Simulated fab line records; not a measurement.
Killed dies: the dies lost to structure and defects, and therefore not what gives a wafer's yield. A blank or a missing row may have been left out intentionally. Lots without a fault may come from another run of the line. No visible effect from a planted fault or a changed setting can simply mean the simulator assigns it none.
One fault through the eyes of 2 desks    flow nand-harc    only its own numbers are on each desk; what lay behind them is given at the end

THE TOOL OWNER'S DESK: pecvd-onon-04
The tool's own readings at NHARC_A_ONON_D2_DEP_25 (target thk 1000 nm): means of the sampled wafers that have a number, for each lot that ran on this tool. If a lot's mean is further than 4 standard deviations from the usual mean, the lot is out of limits and carries the mark OUT (the distance appears in the brackets).
Columns: A = n2o-flow-sccm at NHARC_A_ONON_D2_DEP_25, usual 1999 sccm
lot   first seen here  A
L305  day 13 04:22     1997
L306  day 13 10:37     2002
L308  day 14 13:45     2002
L316  day 17 17:11     1993
L320  day 19 12:37     1992
L321  day 19 20:21     1999
L322  day 20 03:01     2000
L326  day 22 14:41     2006
This desk's verdict: no lot among the 8 shows anything out of limits.

THE METROLOGY DESK
What the gauges read for every lot (on any tool): the sampled wafers with a number, averaged. If a lot's mean is further than 4 standard deviations from the usual mean, the lot is out of limits and carries the mark OUT (the distance appears in the brackets).
Columns: A = thk-nm at NHARC_A_ONON_D2_THK_MEAS_21, usual 998 nm; B = thk-nm at NHARC_A_ONON_D2_THK_MEAS_27, usual 999 nm
lot   first seen here  A     B
L305  day 13 03:41     1010  1003
L306  day 13 09:50     997   996
L307  day 13 23:40     989   987
L308  day 14 13:08     994   1003
L313  day 16 12:34     988   994
L314  day 17 16:29     1003  1008
L315  day 17 16:30     1007  1001
L316  day 17 16:30     1003  999
L320  day 19 11:56     1014  831 (-21) OUT
L321  day 19 19:33     994   826 (-22) OUT
L322  day 20 02:20     1018  822 (-22) OUT
L324  day 21 19:55     991   992
L325  day 21 20:07     993   1008
L326  day 22 14:00     1001  998
L327  day 22 14:00     1001  1000
This desk's finding: out of limits on L320, L321, L322; first on L320, day 19 13:04 (thk-nm at NHARC_A_ONON_D2_THK_MEAS_27). In limits: L305, L306, L307, L308, L313, L314, L315, L316, L324, L325, L326, L327.

BROUGHT TOGETHER
The metrology desk could have raised an alarm at day 19 13:04, on L320, L321, L322.
The tool owner's desk saw nothing out of limits.
On record at the tool owner's desk: L320, L321, L322, within its limits.
On pecvd-onon-04, each named lot ran NHARC_A_ONON_D2_DEP_25.

WHAT WAS PUT IN BY THE SIMULATOR
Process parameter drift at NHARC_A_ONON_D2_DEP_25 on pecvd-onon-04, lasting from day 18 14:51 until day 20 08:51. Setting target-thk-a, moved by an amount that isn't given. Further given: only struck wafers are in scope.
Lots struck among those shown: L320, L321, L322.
Delay in hours, fault start to first out-of-limits reading, per desk: metrology desk 22.
